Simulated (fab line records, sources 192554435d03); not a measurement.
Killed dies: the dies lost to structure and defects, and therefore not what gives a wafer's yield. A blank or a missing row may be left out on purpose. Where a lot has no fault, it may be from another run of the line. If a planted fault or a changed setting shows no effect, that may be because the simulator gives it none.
Problem report, 8D (eight disciplines) form, completed by code | flow n5-finfet | the parts of the form that need people (team, actions taken, sign-off) are left out

1. THE ISSUE
Across 6 wafers from 2 lots, PMOS_HMC_BLK_OVL at N5_PMOS_HMC_CHANNEL_EPI_OVL_MEAS_10 averages 72.0 nm, while fault-free wafers read 0.0 nm with a standard deviation of 0.82. Measured from the usual mean, that is +88 standard deviations.
First seen on wafer L956.3, day 2 23:33, on overlay-01. At this step, 30 wafers from 10 lots have a number in the record. Rule for "out", or "out of limits": more than 4 standard deviations from the usual mean. Any other wafer with a number is counted as sound.

2. WHAT THIS IS AND IS NOT
question                    | is                     | is not
which readings at this step | PMOS_HMC_BLK_OVL       | -
which lots                  | L956, L957             | L951, L954, L961, L962, L963, L970, L971, L974
which wafers of those lots  | all that have a number | -
read on which gauges        | overlay-01             | overlay-02
when                        | from day 2 23:33       | up to then (6 sound wafers); but 18 sound wafers of L961, L962, L963, L970, L971, L974 came after

3. THE SUSPECTS, EACH WITH WHAT RULES IT OUT
Counting: a tool at a process step up to the reading stays a suspect if it ran every lot that is out and no sound lot after the first of them.
- the gauge at N5_PMOS_HMC_CHANNEL_EPI_OVL_MEAS_10: kept. All the wafers that are out were read on overlay-01, and no step on other tools shows them out.
- arfi-scanner-02 at N5_PMOS_HMC_CHANNEL_EPI_EXPOSE_06 (exposes mask PMOS HMC BLK, target cd 240 nm): kept. It ran every lot that is out, first L956 (day 2 23:24), and no sound lot after that; its last sound lot up to then is L954 (day 2 11:13).
After counting, arfi-scanner-02 at N5_PMOS_HMC_CHANNEL_EPI_EXPOSE_06 and overlay-01 at N5_PMOS_HMC_CHANNEL_EPI_OVL_MEAS_10 remain.

4. THE CAUSE (what the simulator had put in)
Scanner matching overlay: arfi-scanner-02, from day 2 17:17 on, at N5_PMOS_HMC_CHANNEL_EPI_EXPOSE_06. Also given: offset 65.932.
After counting, 2 suspects remain, this tool included.

5. SEQUENCE OF EFFECTS, ordered by route
Each row: a reading whose mean over the struck wafers that have a number lies more than 3 standard deviations from the usual. Scope: only readings with a usual standard deviation given in the record; hours: median across lots of the time from each lot's start at the first step in this table that gives one to its start at this step; sigmas: change in usual standard deviations.
hours | step                                | reading          | usual  | on struck wafers | change | sigmas
0     | N5_PMOS_HMC_CHANNEL_EPI_OVL_MEAS_10 | PMOS_HMC_BLK_OVL | 0.0 nm | 72.0             | +72.0  | +88
Later measuring or inspecting steps at which every struck wafer that the step has a row for has a number for every such reading, and none has moved that far: N5_BEOL_M4_RC_MEAS_101.

6. WHAT WOULD HAVE CAUGHT IT SOONER
Counted from the fault's start at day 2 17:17, it took 6 hours until the first out-of-limits reading at a measuring or inspecting step in this record, taken at day 2 23:33.
Tool readings at N5_PMOS_HMC_CHANNEL_EPI_EXPOSE_06 with a usual standard deviation given in the record: none out on any struck wafer, hence no alarm at a limit of 4 standard deviations on them.
Of the lots that are out (2), L957 began N5_PMOS_HMC_CHANNEL_EPI_EXPOSE_06 on arfi-scanner-02 after day 2 23:33. Holding the tool at that time would have saved it.
